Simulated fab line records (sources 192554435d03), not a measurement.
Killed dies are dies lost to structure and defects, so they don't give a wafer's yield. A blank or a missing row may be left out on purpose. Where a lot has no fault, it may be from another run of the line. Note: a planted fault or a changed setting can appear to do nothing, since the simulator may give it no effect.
Matching of chambers || flow n5-finfet || N5_BEOL_M2_ETCH_64 on rie-diel-05: 4 sister chambers
The step etches SOC in N2/H2, target depth 75 nm, overetch 22.5 nm, time 121.9 s. 8 wafers are shown with their chamber, then 7 later ones without.

EACH WAFER AND ITS CHAMBER
{"wafer": "L081.3", "chamber": 3, "throttle-valve-pct (%)": 17.5, "showerhead-plenum-p-Torr (Torr)": 2.48}
{"wafer": "L081.5", "chamber": 1, "throttle-valve-pct (%)": 18.1, "showerhead-plenum-p-Torr (Torr)": 2.64}
{"wafer": "L081.6", "chamber": 2, "throttle-valve-pct (%)": 17.6, "showerhead-plenum-p-Torr (Torr)": 2.59}
{"wafer": "L084.1", "chamber": 1, "throttle-valve-pct (%)": 18.1, "showerhead-plenum-p-Torr (Torr)": 2.63}
{"wafer": "L084.3", "chamber": 0, "throttle-valve-pct (%)": 17.7, "showerhead-plenum-p-Torr (Torr)": 2.60}
{"wafer": "L084.4", "chamber": 2, "throttle-valve-pct (%)": 17.6, "showerhead-plenum-p-Torr (Torr)": 2.58}
{"wafer": "L086.1", "chamber": 3, "throttle-valve-pct (%)": 17.6, "showerhead-plenum-p-Torr (Torr)": 2.47}
{"wafer": "L086.2", "chamber": 0, "throttle-valve-pct (%)": 17.7, "showerhead-plenum-p-Torr (Torr)": 2.60}

WAFERS WHOSE CHAMBER IS MISSING
{"wafer": "L086.3", "throttle-valve-pct (%)": 17.6, "showerhead-plenum-p-Torr (Torr)": 2.58}
{"wafer": "L087.2", "throttle-valve-pct (%)": 17.7, "showerhead-plenum-p-Torr (Torr)": 2.60}
{"wafer": "L087.4", "throttle-valve-pct (%)": 17.6, "showerhead-plenum-p-Torr (Torr)": 2.47}
{"wafer": "L087.6", "throttle-valve-pct (%)": 17.7, "showerhead-plenum-p-Torr (Torr)": 2.60}
{"wafer": "L094.2", "throttle-valve-pct (%)": 17.7, "showerhead-plenum-p-Torr (Torr)": 2.57}
{"wafer": "L094.5", "throttle-valve-pct (%)": 18.2, "showerhead-plenum-p-Torr (Torr)": 2.62}
{"wafer": "L094.6", "throttle-valve-pct (%)": 17.6, "showerhead-plenum-p-Torr (Torr)": 2.57}

WHICH CHAMBER EACH ONE RAN IN
{"wafer": "L086.3", "from the rows above": 2, "in truth": 2}
{"wafer": "L087.2", "from the rows above": 0, "in truth": 0}
{"wafer": "L087.4", "from the rows above": 3, "in truth": 3}
{"wafer": "L087.6", "from the rows above": 0, "in truth": 0}
{"wafer": "L094.2", "from the rows above": "can't be placed: 2 or 0", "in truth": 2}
{"wafer": "L094.5", "from the rows above": 1, "in truth": 1}
{"wafer": "L094.6", "from the rows above": 2, "in truth": 2}
Correctly placed: 6 of 7. Unplaceable from these rows: 1, with the true chamber sitting among the candidates in 1. Placed wrongly: 0.
How it was worked out, from the rows above alone: a wafer's distance from a chamber is the root of the sum, over the readings, of the square of ((its reading less the chamber's mean) divided by the reading's scatter). If the next closest chamber is less than 2 further off than the closest, the wafer can't be placed; otherwise it belongs to the closest. A chamber's mean is the mean of its shown wafers. How the scatter is found: for the shown wafers, subtract from each reading the mean of its chamber, square and add these, divide the total by (wafers less chambers), then take the root.
